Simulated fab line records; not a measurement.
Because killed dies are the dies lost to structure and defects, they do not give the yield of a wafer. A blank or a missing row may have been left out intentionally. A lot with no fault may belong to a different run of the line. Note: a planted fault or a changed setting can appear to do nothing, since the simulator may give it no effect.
Chamber matching    flow n5Finfet    N5_HKMG_FIN_STRIP_89 on rieDiel-04: 4 sister chambers
The step strips SOC in N2/H2, time 20 s. 8 wafers are shown with their chamber, then 10 later ones without.

EACH WAFER AND ITS CHAMBER
wafer   chamber  showerheadPlenumPTorr (Torr)  drypumpMotorCurrentA (A)
L079.3  2        3.29                          6.1
L081.3  3        3.34                          6.0
L081.6  1        3.20                          6.1
L087.1  2        3.28                          6.1
L087.5  0        3.55                          6.4
L087.6  3        3.33                          6.1
L088.1  1        3.19                          6.1
L088.2  0        3.55                          6.4

WAFERS WITHOUT THEIR CHAMBER
wafer   showerheadPlenumPTorr (Torr)  drypumpMotorCurrentA (A)
L088.5  3.19                          6.1
L095.2  3.33                          6.0
L095.5  3.27                          6.1
L095.6  3.18                          6.1
L097.1  3.18                          6.1
L097.2  3.54                          6.4
L097.3  3.27                          6.2
L097.4  3.32                          6.0
L097.5  3.18                          6.1
L097.6  3.27                          6.1

WHICH CHAMBER EACH WENT THROUGH
wafer   from the rows above  in truth
L088.5  1                    1
L095.2  3                    3
L095.5  2                    2
L095.6  1                    1
L097.1  1                    1
L097.2  0                    0
L097.3  2                    2
L097.4  3                    3
L097.5  1                    1
L097.6  2                    2
10 of 10 placed correctly. Can't be placed from these rows: 0. Placed wrongly: 0.
How it was worked out, from the rows above alone: a wafer's distance from a chamber is the root of the sum, over the readings, of the square of ((its reading less the chamber's mean) divided by the reading's scatter). The wafer belongs to the nearest chamber; if the next one is less than 2 further off, it can't be placed. Each chamber's mean is taken over the wafers shown for it. The scatter: the root of (the sum of the squares of (reading less its chamber's mean) over the shown wafers, divided by (wafers less chambers)).
